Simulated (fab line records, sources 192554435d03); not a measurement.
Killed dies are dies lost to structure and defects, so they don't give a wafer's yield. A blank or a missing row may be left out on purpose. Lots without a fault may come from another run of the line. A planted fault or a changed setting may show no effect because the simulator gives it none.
Chamber matching | flow n5_finfet | N5_BEOL_M11_ALD_74 on ald_metal-04: 4 sister chambers
The step deposits TaN, target thk 2 nm, pulse time 2 s, purge time 3 s. 18 wafers are shown with their chamber, then 9 later ones without.

WAFERS WITH THEIR CHAMBER
wafer  | chamber | heater_power_w (W) | susceptor_temp_C (C)
L075.3 | 1       | 461                | 275.36
L075.4 | 3       | 351                | 275.05
L075.6 | 1       | 451                | 275.09
L081.1 | 1       | 459                | 275.24
L081.4 | 2       | 499                | 275.03
L081.6 | 3       | 348                | 274.95
L083.2 | 0       | 460                | 274.96
L083.3 | 2       | 503                | 275.14
L083.4 | 3       | 343                | 275.06
L084.4 | 3       | 352                | 274.91
L084.5 | 0       | 452                | 275.07
L084.6 | 1       | 463                | 275.11
L085.3 | 2       | 525                | 274.88
L085.4 | 0       | 453                | 274.63
L085.5 | 0       | 459                | 274.64
L091.4 | 2       | 512                | 274.89
L091.5 | 3       | 353                | 275.10
L091.6 | 0       | 452                | 275.24

SIGNATURES (means of the wafers above)
reading          | chamber 0 | chamber 1 | chamber 2 | chamber 3 | scatter within a chamber
heater_power_w   | 455.20    | 458.50    | 509.75    | 349.40    | 6.6
susceptor_temp_C | 274.9080  | 275.2000  | 274.9850  | 275.0140  | 0.171
Rule: a wafer's distance from a chamber is the root of the sum, over the readings, of the square of ((its reading less the chamber's mean) divided by the reading's scatter). The wafer belongs to the nearest chamber; if the next one is less than 2 further off, it can't be placed. The scatter: the root of (the sum of the squares of (reading less its chamber's mean) over the shown wafers, divided by (wafers less chambers)).

WAFERS WITHOUT THEIR CHAMBER
wafer  | heater_power_w (W) | susceptor_temp_C (C)
L093.1 | 456                | 274.89
L093.2 | 347                | 275.32
L093.5 | 451                | 275.01
L092.1 | 344                | 274.63
L092.3 | 443                | 275.34
L092.4 | 521                | 274.89
L095.4 | 498                | 275.20
L095.5 | 458                | 274.86
L095.6 | 346                | 275.02

WHICH CHAMBER EACH WENT THROUGH
wafer  | from the rows above     | in truth
L093.1 | can't be placed: 0 or 1 | 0
L093.2 | 3                       | 3
L093.5 | can't be placed: 0 or 1 | 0
L092.1 | 3                       | 3
L092.3 | can't be placed: 1 or 0 | 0
L092.4 | 2                       | 2
L095.4 | 2                       | 2
L095.5 | can't be placed: 0 or 1 | 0
L095.6 | 3                       | 3
Placed correctly: 5 of 9. Can't be placed from these rows: 4 (the true chamber is among the candidates in 4). Placed wrongly: 0.
